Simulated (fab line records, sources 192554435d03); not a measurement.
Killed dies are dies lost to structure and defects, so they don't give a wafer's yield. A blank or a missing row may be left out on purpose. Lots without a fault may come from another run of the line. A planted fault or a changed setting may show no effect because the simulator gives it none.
Which tool did it? | flow n5_finfet | 8 lots, 22 wafers sampled, at 7 steps of a route of 1938

WHAT THE GAUGES READ, wafer by wafer
N5_GATE_CUT_THK_MEAS_24.
lot  | measured     | on            | GC_FILL_THK (nm)
L319 | day 4 19:46  | film_metro-02 | 217.3 221.2 217.6
L320 | day 5 02:21  | film_metro-01 | 216.7 219.7 222.1
L325 | day 6 08:41  | film_metro-01 | 306.9 215.7
L335 | day 8 20:49  | film_metro-01 | 222.8 220.4 222.2
L336 | day 9 02:11  | film_metro-02 | 218.8 222.3 219.3
L339 | day 9 19:15  | film_metro-01 | 219.5 219.0 220.0
L340 | day 10 08:37 | film_metro-02 | 211.8 222.4 217.2
L341 | day 10 15:07 | film_metro-01 | 218.7 213.5

N5_BEOL_M4_RC_MEAS_101.
lot  | measured     | on        | DIBL_N (mV/V)  | DIBL_P (mV/V)  | IOFF_N (nA/um) | IOFF_P (nA/um) | ION_N (uA/um) | ION_P (uA/um) | SS_N (mV/dec)  | SS_P (mV/dec)  | VT_N (mV)   | VT_P (mV)
L319 | day 8 09:34  | prober-02 | 37.8 34.9 38.9 | 36.7 33.9 38.6 | 0.16 0.13 0.19 | 0.19 0.17 0.23 | 666 677 688   | 450 462 463   | 71.9 69.7 71.8 | 73.9 73.0 73.7 | 249 252 248 | -254 -255 -251
L320 | day 8 01:04  | prober-01 | 39.6 35.4 37.8 | 41.3 36.2 39.6 | 0.29 0.17 0.23 | 0.36 0.22 0.32 | 715 691 696   | 484 470 480   | 72.7 71.5 72.1 | 74.8 73.3 74.0 | 238 247 243 | -241 -246 -242
L325 | day 9 11:29  | prober-02 | 37.2 34.5      | 36.0 33.0      | 0.17 0.13      | 0.22 0.18      | 678 658       | 465 457       | 72.8 71.3      | 73.9 72.6      | 248 250     | -248 -250
L335 | day 11 20:49 | prober-02 | 38.1 40.9 38.4 | 35.3 38.5 35.4 | 0.18 0.22 0.16 | 0.24 0.30 0.23 | 688 693 669   | 475 478 459   | 72.0 72.2 71.9 | 73.1 74.1 73.5 | 249 243 252 | -246 -244 -248
L336 | day 12 20:48 | prober-02 | 34.6 30.4 39.2 | 34.2 29.0 40.9 | 0.13 0.08 0.25 | 0.19 0.12 0.31 | 664 636 695   | 457 441 474   | 70.7 69.9 71.6 | 73.0 71.5 74.1 | 252 259 242 | -251 -257 -244
L339 | day 13 03:29 | prober-01 | 37.4 39.8 38.5 | 36.0 41.2 37.6 | 0.18 0.25 0.21 | 0.20 0.31 0.23 | 687 707 683   | 459 480 460   | 71.9 73.3 72.8 | 73.4 74.3 73.8 | 249 244 247 | -252 -249 -250
L340 | day 13 10:34 | prober-01 | 33.4 37.3 35.5 | 34.3 39.2 37.2 | 0.12 0.20 0.15 | 0.17 0.25 0.22 | 671 687 670   | 460 468 466   | 70.6 71.6 71.4 | 73.1 73.7 73.1 | 256 246 251 | -255 -250 -250
L341 | day 13 11:31 | prober-02 | 36.7 37.7      | 37.9 40.2      | 0.20 0.22      | 0.26 0.31      | 686 701       | 474 487       | 72.2 72.3      | 73.6 74.8      | 243 242     | -244 -241

WHICH TOOL RAN EACH LOT (tool, then ch and the chambers of the sampled wafers, then the start)
lot  | N5_GATE_CUT_SAC_CAP_01            | N5_GATE_CUT_HM_DEP_46          | N5_GATE_CUT_HM_OPEN_40             | N5_GATE_CUT_CUT_ETCH_55           | N5_GATE_CUT_VAPOR_ETCH_51
L319 | ald_sin-03 ch 0,1, day 4 14:04    | pecvd-03 ch 0,1,2, day 4 16:40 | rie_diel-01 ch 0,1, day 4 17:19    | rie_metal-03 ch 0,1, day 4 17:40  | rie_metal-03 ch 0,1, day 4 17:47
L320 | ald_sin-04 ch 0,1, day 4 19:26    | pecvd-03 ch 1,2, day 4 22:02   | rie_diel-01 ch 0,2, day 4 22:47    | rie_metal-03 ch 1, day 4 23:08    | rie_metal-03 ch 1, day 4 23:16
L325 | ald_sin-04 ch 2,3, day 6 02:56    | pecvd-03 ch 0,2, day 6 05:32   | rie_diel-01 ch 0,1, day 6 06:13    | rie_metal-01 ch 0, day 6 06:34    | rie_metal-01 ch 0, day 6 06:41
L335 | ald_sin-04 ch 0,1,3, day 8 14:59  | pecvd-01 ch 0,1, day 8 17:38   | rie_diel-02 ch 0,1,2, day 8 18:15  | rie_metal-02 ch 0,1, day 8 18:36  | rie_metal-02 ch 0,1, day 8 18:43
L336 | ald_sin-01 ch 0,1,3, day 8 20:29  | pecvd-01 ch 1,2, day 8 23:05   | rie_diel-01 ch 0,2,3, day 8 23:42  | rie_metal-01 ch 0,1, day 9 00:03  | rie_metal-01 ch 0,1, day 9 00:10
L339 | ald_sin-04 ch 0,2,3, day 9 13:04  | pecvd-03 ch 0,2, day 9 15:42   | rie_diel-01 ch 2,3, day 9 16:47    | rie_metal-02 ch 0,1, day 9 17:08  | rie_metal-02 ch 0,1, day 9 17:16
L340 | ald_sin-01 ch 1,2,3, day 10 02:37 | pecvd-03 ch 0,1, day 10 05:14  | rie_diel-01 ch 0,1,2, day 10 06:07 | rie_metal-02 ch 0,1, day 10 06:28 | rie_metal-02 ch 0,1, day 10 06:35
L341 | ald_sin-01 ch 0,1, day 10 10:20   | pecvd-03 ch 0,1, day 10 11:55  | rie_diel-02 ch 0,3, day 10 12:41   | rie_metal-01 ch 0,1, day 10 13:01 | rie_metal-01 ch 0,1, day 10 13:08
- N5_GATE_CUT_SAC_CAP_01: material SiNx, target thk 24 nm, pulse time 1 s, ald cycles 480.
- N5_GATE_CUT_HM_DEP_46: deposits SiO2 from TEOS/O2, target thk 130 nm, time 26.6 s.
- N5_GATE_CUT_HM_OPEN_40: chemistry C4F6/O2, target SiO2, target depth 139 nm, time 85.1 s.
- N5_GATE_CUT_CUT_ETCH_55: etches HfO2 in BCl3, target depth 3.2 nm.
- N5_GATE_CUT_VAPOR_ETCH_51: etches HfO2 in BCl3/Cl2.

WHAT THE TOOLS THEMSELVES READ (means of the sampled wafers that have a number; where no wafer has one, the mark that the record gives instead)
N5_GATE_CUT_SAC_CAP_01.
lot  | tool       | heater_power_w (W) | precursor_pulse_height_rel
L319 | ald_sin-03 | 779                | 0.988
L320 | ald_sin-04 | 721                | 0.994
L325 | ald_sin-04 | 772                | 0.992
L335 | ald_sin-04 | 733                | 0.997
L336 | ald_sin-01 | 796                | 0.993
L339 | ald_sin-04 | 764                | 0.992
L340 | ald_sin-01 | 821                | 0.989
L341 | ald_sin-01 | 795                | 1.013

N5_GATE_CUT_HM_DEP_46.
lot  | tool     | heater_power_w (W) | showerhead_plenum_p_Torr (Torr) | throttle_valve_pct (%)
L319 | pecvd-03 | 514                | 8.33                            | 18.7
L320 | pecvd-03 | 436                | 8.35                            | 19.1
L325 | pecvd-03 | 540                | 8.35                            | 18.4
L335 | pecvd-01 | 642                | 8.35                            | 19.4
L336 | pecvd-01 | 600                | 8.35                            | 18.6
L339 | pecvd-03 | 517                | 8.35                            | 18.6
L340 | pecvd-03 | 397                | 8.35                            | 18.6
L341 | pecvd-03 | 423                | 8.34                            | 18.6

N5_GATE_CUT_HM_OPEN_40.
lot  | tool        | bias_w (W) | drypump_motor_current_A (A) | etch_rf_on_time_s (s) | mfc_ar_sccm (sccm) | oes_product_au (a.u.) | rf_vpp_V (V) | showerhead_plenum_p_Torr (Torr) | throttle_valve_pct (%)
L319 | rie_diel-01 | 184.8      | 5.3                         | 92                    | 299.7              | 0.67                  | 640          | 2.91                            | 20.83
L320 | rie_diel-01 | 185.4      | 5.2                         | 90                    | 300.2              | 0.73                  | 661          | 2.94                            | 20.94
L325 | rie_diel-01 | 185.6      | 5.4                         | 126                   | 299.3              | 0.68                  | 636          | 2.88                            | 20.83
L335 | rie_diel-02 | 185.2      | 5.8                         | 93                    | 299.9              | 0.66                  | 665          | 2.86                            | 21.13
L336 | rie_diel-01 | 185.3      | 5.6                         | 93                    | 300.2              | 0.69                  | 664          | 2.87                            | 20.98
L339 | rie_diel-01 | 184.7      | 5.7                         | 94                    | 300.6              | 0.71                  | 675          | 2.83                            | 21.05
L340 | rie_diel-01 | 184.8      | 5.4                         | 90                    | 299.8              | 0.76                  | 650          | 2.87                            | 20.82
L341 | rie_diel-02 | 185.2      | 5.8                         | 89                    | 300.1              | 0.76                  | 696          | 2.84                            | 20.95

N5_GATE_CUT_CUT_ETCH_55.
lot  | tool         | bias_w (W) | drypump_motor_current_A (A) | oes_product_au (a.u.) | throttle_valve_pct (%)
L319 | rie_metal-03 | 18.05      | 5.4                         | 0.83                  | 32.6
L320 | rie_metal-03 | 18.01      | 5.6                         | 0.65                  | 32.9
L325 | rie_metal-01 | 18.06      | 5.8                         | 0.76                  | 33.2
L335 | rie_metal-02 | 18.06      | 6.3                         | 0.83                  | 32.5
L336 | rie_metal-01 | 18.00      | 5.8                         | 0.82                  | 33.1
L339 | rie_metal-02 | 17.96      | 6.3                         | 0.83                  | 32.5
L340 | rie_metal-02 | 17.95      | 6.3                         | 0.82                  | 32.5
L341 | rie_metal-01 | 18.06      | 5.7                         | 0.83                  | 33.0

N5_GATE_CUT_VAPOR_ETCH_51.
lot  | tool         | drypump_motor_current_A (A) | oes_product_au (a.u.)
L319 | rie_metal-03 | 5.4                         | 0.82
L320 | rie_metal-03 | 5.6                         | 0.65
L325 | rie_metal-01 | 5.8                         | 0.75
L335 | rie_metal-02 | 6.3                         | 0.83
L336 | rie_metal-01 | 5.7                         | 0.82
L339 | rie_metal-02 | 6.3                         | 0.83
L340 | rie_metal-02 | 6.3                         | 0.82
L341 | rie_metal-01 | 5.7                         | 0.82

THE ANSWER, worked out from the rows above alone
Rule: what is usual is taken from the lots themselves. Put in order of their means at a reading, lots are off if they are a third of the lots or fewer, leave a main group of 4 or more, and stand apart from it by a gap of 3 or more times the standard deviation of the main group's means; of several such gaps the widest counts. A main group whose means are all the same, to the digits that the tables above print for the reading, isn't used. A lot without any number at a reading at which 4 lots or more have one is off too. The other lots that the step has rows for count as sound. The gauges are gone through in route order, then the tools' own readings, and for those a lot's mean is taken as printed above. The first step at which some lot is off is used, and at that step the reading that is off furthest; a lot without a number counts as furthest.
Off: L325, at N5_GATE_CUT_THK_MEAS_24 (GC_FILL_THK). The main group: mean 219.0 nm, standard deviation 1.8.
A tool fits if, at a process step before that reading, it ran every lot that is off, and no sound lot after the first of them. The gauges at N5_GATE_CUT_THK_MEAS_24 aren't tried: what is off there is off at N5_GATE_CUT_HM_OPEN_40 too, on other tools, and a gauge's error can't cause that. None of those tried fits.

WHAT THE SIMULATOR HAD PUT IN
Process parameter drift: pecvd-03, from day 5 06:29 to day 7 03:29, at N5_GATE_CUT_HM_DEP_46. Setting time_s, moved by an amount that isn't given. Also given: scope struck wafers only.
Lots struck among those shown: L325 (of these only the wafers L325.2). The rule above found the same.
